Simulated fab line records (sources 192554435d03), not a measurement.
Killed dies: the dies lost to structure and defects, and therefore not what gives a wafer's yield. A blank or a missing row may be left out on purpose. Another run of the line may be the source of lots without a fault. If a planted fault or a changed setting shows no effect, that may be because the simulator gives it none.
Which tool was responsible? + flow n5Finfet + 24 lots, 72 wafers sampled, at 5 steps of a route of 1938

WHAT THE GAUGES SHOWED, per wafer
N5_BEOL_M11_CD_MEAS_28 targets a cd of 70 nm.
| lot  | measured     | on       | cdNm (nm)      |
|------|--------------|----------|----------------|
| L074 | day 11 02:35 | cdSem-02 | 69.9 70.2 70.5 |
| L075 | day 11 15:39 | cdSem-01 | 70.2 69.4 69.8 |
| L077 | day 11 19:31 | cdSem-01 | 71.1 71.5 71.9 |
| L076 | day 12 00:46 | cdSem-02 | 69.7 69.9 70.3 |
| L078 | day 12 06:20 | cdSem-03 | 70.9 70.3 70.7 |
| L080 | day 12 09:35 | cdSem-01 | 69.5 69.1 69.5 |
| L079 | day 12 13:11 | cdSem-02 | 70.5 71.5 70.5 |
| L081 | day 13 00:41 | cdSem-02 | 71.0 69.3 68.8 |
| L083 | day 13 08:22 | cdSem-02 | 70.2 69.0 70.2 |
| L082 | day 13 08:40 | cdSem-03 | 70.2 69.5 70.7 |
| L084 | day 14 03:20 | cdSem-03 | 69.9 68.4 69.4 |
| L085 | day 14 11:10 | cdSem-01 | 68.9 69.2 68.6 |
| L086 | day 14 12:35 | cdSem-01 | 70.4 69.2 69.8 |
| L089 | day 14 16:00 | cdSem-01 | 71.4 70.4 71.2 |
| L087 | day 14 16:10 | cdSem-01 | 70.5 70.6 70.4 |
| L088 | day 14 22:37 | cdSem-03 | 68.6 69.0 68.2 |
| L090 | day 15 10:31 | cdSem-02 | 69.0 69.4 69.2 |
| L091 | day 15 14:18 | cdSem-03 | 69.5 68.3 68.7 |
| L092 | day 15 14:28 | cdSem-01 | 71.1 70.6 70.3 |
| L094 | day 15 23:26 | cdSem-03 | 70.1 70.6 70.2 |
| L093 | day 16 10:59 | cdSem-03 | 70.3 70.3 70.6 |
| L095 | day 16 13:51 | cdSem-02 | 68.7 68.2 69.1 |
| L096 | day 16 16:46 | cdSem-03 | 68.4 68.4 69.5 |
| L097 | day 16 16:56 | cdSem-03 | 69.4 69.5 69.4 |

N5_BEOL_M11_OVL_MEAS_29.
| lot  | measured     | on         | V10_OVL (nm)   |
|------|--------------|------------|----------------|
| L074 | day 11 02:37 | overlay-01 | -1.8 -1.4 -1.3 |
| L075 | day 11 15:41 | overlay-02 | -0.1 0.1 -0.3  |
| L077 | day 11 19:33 | overlay-01 | -1.2 -0.2 0.5  |
| L076 | day 12 00:48 | overlay-02 | 0.9 1.1 0.8    |
| L078 | day 12 06:22 | overlay-01 | -1.2 -0.3 -0.8 |
| L080 | day 12 09:37 | overlay-01 | 0.5 0.9 -0.4   |
| L079 | day 12 13:13 | overlay-02 | -0.7 -0.6 -0.3 |
| L081 | day 13 00:43 | overlay-02 | -0.6 -1.0 -0.4 |
| L083 | day 13 08:23 | overlay-01 | -1.3 -0.7 -2.2 |
| L082 | day 13 08:41 | overlay-01 | -0.5 -0.8 0.3  |
| L084 | day 14 03:22 | overlay-01 | -1.1 -0.2 -1.1 |
| L085 | day 14 11:12 | overlay-01 | -0.3 -1.1 -1.8 |
| L086 | day 14 12:37 | overlay-01 | -0.1 -0.4 -1.2 |
| L089 | day 14 16:02 | overlay-01 | -0.4 0.1 -0.4  |
| L087 | day 14 16:12 | overlay-02 | -0.8 -0.4 0.5  |
| L088 | day 14 22:38 | overlay-01 | -0.1 0.2 -0.3  |
| L090 | day 15 10:33 | overlay-02 | -2.3 -2.3 -0.8 |
| L091 | day 15 14:20 | overlay-02 | 0.0 -0.5 0.8   |
| L092 | day 15 14:29 | overlay-01 | -0.6 -0.3 1.4  |
| L094 | day 15 23:28 | overlay-02 | -0.7 -0.8 -0.3 |
| L093 | day 16 11:01 | overlay-01 | -0.4 -0.2 -0.6 |
| L095 | day 16 13:53 | overlay-01 | 0.3 -1.2 -0.1  |
| L096 | day 16 16:48 | overlay-01 | -1.1 0.4 -0.1  |
| L097 | day 16 16:58 | overlay-02 | -2.8 -1.2 -0.8 |

N5_BEOL_M13_CD_MEAS_10 targets a cd of 190 nm.
| lot  | measured     | on       | cdNm (nm)         |
|------|--------------|----------|-------------------|
| L074 | day 11 16:04 | cdSem-02 | 189.7 188.5 188.1 |
| L075 | day 12 00:02 | cdSem-03 | 191.1 190.6 191.8 |
| L077 | day 12 04:30 | cdSem-02 | 186.4 187.6 187.6 |
| L076 | day 12 11:01 | cdSem-01 | 188.9 187.7 187.7 |
| L078 | day 12 16:29 | cdSem-02 | 193.0 191.7 192.3 |
| L080 | day 12 21:29 | cdSem-01 | 189.3 187.8 187.1 |
| L079 | day 12 22:36 | cdSem-01 | 187.1 187.4 187.2 |
| L081 | day 13 08:47 | cdSem-03 | 187.5 188.5 187.5 |
| L083 | day 13 21:41 | cdSem-03 | 188.6 188.1 188.0 |
| L082 | day 13 22:14 | cdSem-01 | 188.4 187.7 187.7 |
| L084 | day 14 15:03 | cdSem-02 | 189.0 189.3 189.7 |
| L085 | day 14 23:14 | cdSem-03 | 190.3 188.9 190.1 |
| L086 | day 15 02:20 | cdSem-01 | 191.3 189.6 190.0 |
| L089 | day 15 02:10 | cdSem-02 | 189.0 190.1 189.1 |
| L087 | day 15 02:43 | cdSem-03 | 189.4 188.7 188.6 |
| L088 | day 15 07:01 | cdSem-03 | 188.7 188.5 188.0 |
| L090 | day 15 20:56 | cdSem-02 | 189.4 190.1 189.1 |
| L091 | day 16 03:29 | cdSem-01 | 189.9 189.6 189.2 |
| L092 | day 16 09:05 | cdSem-01 | 188.9 188.7 189.5 |
| L094 | day 16 09:38 | cdSem-03 | 190.1 189.7 190.3 |
| L093 | day 17 01:43 | cdSem-03 | 189.9 189.7 189.8 |
| L095 | day 17 05:20 | cdSem-02 | 189.1 189.4 188.8 |
| L096 | day 17 13:51 | cdSem-01 | 188.6 189.2 189.1 |
| L097 | day 17 20:36 | cdSem-03 | 190.6 189.8 190.1 |

N5_BEOL_M13_CD_MEAS_17 targets a cd of 190 nm.
| lot  | measured     | on       | cdNm (nm)         |
|------|--------------|----------|-------------------|
| L074 | day 11 16:41 | cdSem-01 | 189.3 189.1 188.0 |
| L075 | day 12 00:40 | cdSem-02 | 190.8 190.6 191.9 |
| L077 | day 12 05:07 | cdSem-03 | 186.7 189.0 188.4 |
| L076 | day 12 11:38 | cdSem-01 | 190.4 188.2 187.9 |
| L078 | day 12 17:07 | cdSem-03 | 192.0 190.7 191.7 |
| L080 | day 12 22:06 | cdSem-01 | 190.3 185.9 187.2 |
| L079 | day 12 23:32 | cdSem-03 | 187.7 187.1 186.9 |
| L081 | day 13 09:55 | cdSem-01 | 187.5 187.2 187.9 |
| L083 | day 13 22:19 | cdSem-03 | 187.5 188.4 187.4 |
| L082 | day 13 22:50 | cdSem-01 | 188.0 186.2 187.9 |
| L084 | day 14 15:40 | cdSem-02 | 189.2 189.2 190.2 |
| L085 | day 15 00:01 | cdSem-01 | 190.8 189.0 190.9 |
| L086 | day 15 03:04 | cdSem-03 | 191.0 189.6 190.2 |
| L089 | day 15 02:47 | cdSem-03 | 188.8 190.5 188.3 |
| L087 | day 15 03:35 | cdSem-01 | 189.8 189.0 189.7 |
| L088 | day 15 08:01 | cdSem-02 | 189.7 188.7 188.5 |
| L090 | day 15 21:43 | cdSem-03 | 189.9 191.3 189.9 |
| L091 | day 16 04:06 | cdSem-02 | 190.0 190.2 191.3 |
| L092 | day 16 09:55 | cdSem-02 | 190.5 188.1 190.1 |
| L094 | day 16 10:16 | cdSem-02 | 191.9 191.2 191.2 |
| L093 | day 17 02:19 | cdSem-03 | 191.7 190.0 190.1 |
| L095 | day 17 05:57 | cdSem-03 | 189.7 189.3 189.4 |
| L096 | day 17 14:28 | cdSem-01 | 188.7 189.2 190.5 |
| L097 | day 17 21:13 | cdSem-03 | 190.4 190.6 190.4 |

WHAT TOOL EACH LOT RAN ON (gives the tool, then ch and the chambers of the sampled wafers, and finally the start)
| lot  | N5_BEOL_M11_DESCUM_33             |
|------|-----------------------------------|
| L074 | rieDiel-06 ch 0,1,3, day 11 03:05 |
| L075 | rieDiel-02 ch 2,3, day 11 15:44   |
| L077 | rieDiel-02 ch 0,1,3, day 11 19:37 |
| L076 | rieDiel-05 ch 1,2,3, day 12 00:59 |
| L078 | rieDiel-06 ch 0,2, day 12 06:31   |
| L080 | rieDiel-05 ch 0,3, day 12 09:40   |
| L079 | rieDiel-05 ch 0,1,3, day 12 13:23 |
| L081 | rieDiel-05 ch 0,1,2, day 13 00:47 |
| L083 | rieDiel-06 ch 0,1,3, day 13 09:11 |
| L082 | rieDiel-02 ch 2,3, day 13 09:14   |
| L084 | rieDiel-02 ch 0,1,2, day 14 03:26 |
| L085 | rieDiel-05 ch 1,2,3, day 14 11:16 |
| L086 | rieDiel-02 ch 0,1,2, day 14 12:43 |
| L089 | rieDiel-05 ch 0,1,3, day 14 16:05 |
| L087 | rieDiel-02 ch 0,1,3, day 14 16:46 |
| L088 | rieDiel-06 ch 1,3, day 14 22:42   |
| L090 | rieDiel-05 ch 0,1,3, day 15 11:04 |
| L091 | rieDiel-06 ch 0,2,3, day 15 14:23 |
| L092 | rieDiel-02 ch 1,2,3, day 15 14:33 |
| L094 | rieDiel-02 ch 0,2,3, day 15 23:31 |
| L093 | rieDiel-05 ch 1,2, day 16 11:29   |
| L095 | rieDiel-02 ch 0,3, day 16 13:56   |
| L096 | rieDiel-06 ch 0,1,3, day 16 16:51 |
| L097 | rieDiel-02 ch 0,1,3, day 16 17:01 |
- N5_BEOL_M11_DESCUM_33: chemistry O2, time 7.9 s.

WHAT THE TOOLS THEMSELVES READ (means of the sampled wafers that have a number; where no wafer has one, the mark that the record gives instead)
N5_BEOL_M11_DESCUM_33.
| lot  | tool       | drypumpMotorCurrentA (A) | oesProductAu (a.u.) | rfVppV (V) | showerheadPlenumPTorr (Torr) | throttleValvePct (%) |
|------|------------|--------------------------|---------------------|------------|------------------------------|----------------------|
| L074 | rieDiel-06 | 5.6                      | 0.83                | 244.6      | 2.12                         | 20.47                |
| L075 | rieDiel-02 | 5.4                      | 0.75                | 242.5      | 2.03                         | 20.43                |
| L077 | rieDiel-02 | 5.7                      | 0.83                | 243.3      | 2.14                         | 20.49                |
| L076 | rieDiel-05 | 5.6                      | 0.81                | 242.2      | 2.08                         | 20.30                |
| L078 | rieDiel-06 | 5.9                      | 0.74                | 243.1      | 2.06                         | 20.71                |
| L080 | rieDiel-05 | 5.8                      | 0.82                | 243.0      | 2.05                         | 20.29                |
| L079 | rieDiel-05 | 5.6                      | 0.81                | 242.1      | 2.05                         | 20.34                |
| L081 | rieDiel-05 | 5.8                      | 0.75                | 242.1      | 2.08                         | 20.35                |
| L083 | rieDiel-06 | 5.6                      | 0.81                | 243.3      | 2.11                         | 20.51                |
| L082 | rieDiel-02 | 5.5                      | 0.74                | 242.5      | 2.03                         | 20.46                |
| L084 | rieDiel-02 | 5.7                      | 0.81                | 243.7      | 2.11                         | 20.44                |
| L085 | rieDiel-05 | 5.6                      | 0.78                | 242.1      | 2.07                         | 20.32                |
| L086 | rieDiel-02 | 5.7                      | 0.80                | 243.6      | 2.11                         | 20.45                |
| L089 | rieDiel-05 | 5.7                      | 0.79                | 242.1      | 2.04                         | 20.36                |
| L087 | rieDiel-02 | 5.7                      | 0.79                | 243.9      | 2.13                         | 20.53                |
| L088 | rieDiel-06 | 5.5                      | 0.83                | 243.3      | 2.12                         | 20.37                |
| L090 | rieDiel-05 | 5.6                      | 0.78                | 242.6      | 2.04                         | 20.39                |
| L091 | rieDiel-06 | 5.6                      | 0.78                | 244.4      | 2.12                         | 20.46                |
| L092 | rieDiel-02 | 5.8                      | 0.73                | 242.7      | 2.09                         | 20.64                |
| L094 | rieDiel-02 | 5.5                      | 0.77                | 242.9      | 2.07                         | 20.38                |
| L093 | rieDiel-05 | 5.7                      | 0.90                | 243.7      | 2.10                         | 20.07                |
| L095 | rieDiel-02 | 5.4                      | 0.77                | 243.0      | 2.09                         | 20.47                |
| L096 | rieDiel-06 | 5.7                      | 0.78                | 243.4      | 2.10                         | 20.54                |
| L097 | rieDiel-02 | 5.7                      | 0.78                | 243.7      | 2.13                         | 20.54                |

THE ANSWER, worked out from the rows above alone
Rule: the usual values come from the lots themselves. Put in order of their means at a reading, lots are off if they are a third of the lots or fewer, leave a main group of 4 or more, and stand apart from it by a gap of 3 or more times the standard deviation of the main group's means; of several such gaps the widest counts. Not used: any main group whose means are identical at the precision the tables above print for the reading. A lot without any number at a reading at which 4 lots or more have one is off too. Any other lot the step has rows for is counted as sound. After the gauges, taken in route order, come the tools' own readings; for these a lot's mean is taken, as printed above. The first step at which some lot is off is used, and at that step the reading that is off furthest; a lot without a number counts as furthest.
None of the lots is off at any reading shown; this tells nothing.

WHAT THE SIMULATOR HAD PUT IN
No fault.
